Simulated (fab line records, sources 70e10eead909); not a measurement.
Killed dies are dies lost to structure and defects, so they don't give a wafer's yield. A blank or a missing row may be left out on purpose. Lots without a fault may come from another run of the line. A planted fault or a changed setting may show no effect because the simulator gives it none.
Chamber matching | flow nand_harc | NHARC_P_M1_DESCUM_14 on rie_diel-09: 4 sister chambers
The step chemistry O2, time 3 s. 16 wafers are shown with their chamber, then 8 later ones without.

WAFERS WITH THEIR CHAMBER
wafer  | chamber | oes_product_au (a.u.) | rf_vpp_V (V) | throttle_valve_pct (%)
L220.2 | 3       | 1.008                 | 57.4         | 11.315
L220.3 | 1       | 1.005                 | 56.3         | 11.318
L220.5 | 2       | 1.015                 | 58.2         | 11.289
L221.2 | 1       | 1.004                 | 57.6         | 11.310
L221.5 | 2       | 1.018                 | 58.9         | 11.315
L221.6 | 1       | 0.997                 | 58.9         | 11.304
L228.1 | 0       | 1.009                 | 57.4         | 11.292
L228.2 | 3       | 0.990                 | 58.8         | 11.308
L228.3 | 2       | 1.001                 | 58.4         | 11.305
L235.2 | 0       | 1.003                 | 58.8         | 11.318
L235.5 | 1       | 1.004                 | 57.6         | 11.310
L235.6 | 2       | 1.005                 | 56.4         | 11.308
L237.1 | 0       | 1.006                 | 58.3         | 11.325
L237.2 | 1       | 1.009                 | 57.4         | 11.307
L237.5 | 2       | 1.007                 | 58.5         | 11.319
L239.1 | 1       | 1.011                 | 57.2         | 11.317

SIGNATURES (means of the wafers above)
reading            | chamber 0 | chamber 1 | chamber 2 | chamber 3 | scatter within a chamber
oes_product_au     | 1.00600   | 1.00500   | 1.00920   | 0.99900   | 0.00645
rf_vpp_V           | 58.167    | 57.500    | 58.080    | 58.100    | 0.88
throttle_valve_pct | 11.31167  | 11.31100  | 11.30720  | 11.31150  | 0.0105
Rule: a wafer's distance from a chamber is the root of the sum, over the readings, of the square of ((its reading less the chamber's mean) divided by the reading's scatter). The wafer belongs to the nearest chamber; if the next one is less than 2 further off, it can't be placed. The scatter: the root of (the sum of the squares of (reading less its chamber's mean) over the shown wafers, divided by (wafers less chambers)).

WAFERS WITHOUT THEIR CHAMBER
wafer  | oes_product_au (a.u.) | rf_vpp_V (V) | throttle_valve_pct (%)
L239.2 | 1.017                 | 57.6         | 11.318
L239.3 | 1.015                 | 57.9         | 11.324
L240.1 | 1.006                 | 57.8         | 11.315
L240.2 | 1.000                 | 59.0         | 11.301
L240.4 | 1.011                 | 57.1         | 11.313
L241.2 | 0.998                 | 56.2         | 11.313
L241.4 | 1.011                 | 57.8         | 11.321
L241.6 | 1.002                 | 57.1         | 11.314

WHICH CHAMBER EACH WENT THROUGH
wafer  | from the rows above               | in truth
L239.2 | can't be placed: 2 or 0 or 1 or 3 | 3
L239.3 | can't be placed: 2 or 0 or 1 or 3 | 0
L240.1 | can't be placed: 0 or 1 or 2 or 3 | 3
L240.2 | can't be placed: 3 or 0 or 2 or 1 | 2
L240.4 | can't be placed: 1 or 2 or 0 or 3 | 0
L241.2 | can't be placed: 1 or 3 or 0 or 2 | 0
L241.4 | can't be placed: 0 or 1 or 2 or 3 | 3
L241.6 | can't be placed: 1 or 3 or 0 or 2 | 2
Placed correctly: 0 of 8. Can't be placed from these rows: 8 (the true chamber is among the candidates in 8). Placed wrongly: 0.
